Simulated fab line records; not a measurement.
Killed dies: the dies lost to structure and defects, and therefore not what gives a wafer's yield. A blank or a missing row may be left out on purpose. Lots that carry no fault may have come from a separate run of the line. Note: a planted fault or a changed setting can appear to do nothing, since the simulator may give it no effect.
Chamber matching -- flow n5_finfet -- rie_diel-05 running N5_BEOL_M12_DESCUM_15: 4 sister chambers
The step chemistry O2, time 7.9 s. 4 wafers are shown with their chamber, then 7 later ones without.

## WAFERS PAIRED WITH THEIR CHAMBERS
wafer,chamber,drypump_motor_current_A (A)
L083.3,1,6.4
L087.6,3,4.9
L091.4,2,5.2
L091.5,0,6.0

## WAFERS WITH NO CHAMBER GIVEN
wafer,drypump_motor_current_A (A)
L091.6,4.9
L090.2,5.9
L090.5,4.8
L090.6,6.0
L097.1,6.4
L097.2,6.0
L097.6,6.4

## WHICH CHAMBER EACH WENT THROUGH
wafer,from the rows above,in truth
L091.6,3,3
L090.2,0,0
L090.5,3,3
L090.6,0,0
L097.1,1,1
L097.2,0,0
L097.6,1,1
Placed correctly: 7 of 7. Left unplaced by these rows: 0. Number placed wrongly: 0.
How it was worked out, from the rows above alone: a wafer's distance from a chamber is the root of the sum, over the readings, of the square of ((its reading less the chamber's mean) divided by the reading's scatter). The wafer belongs to the nearest chamber; if the next one is less than 2 further off, it can't be placed. Each chamber's mean is taken over the wafers shown for it. The scatter: root of mean squared gap, hidden wafer to nearest shown wafer, with one shown wafer a chamber.
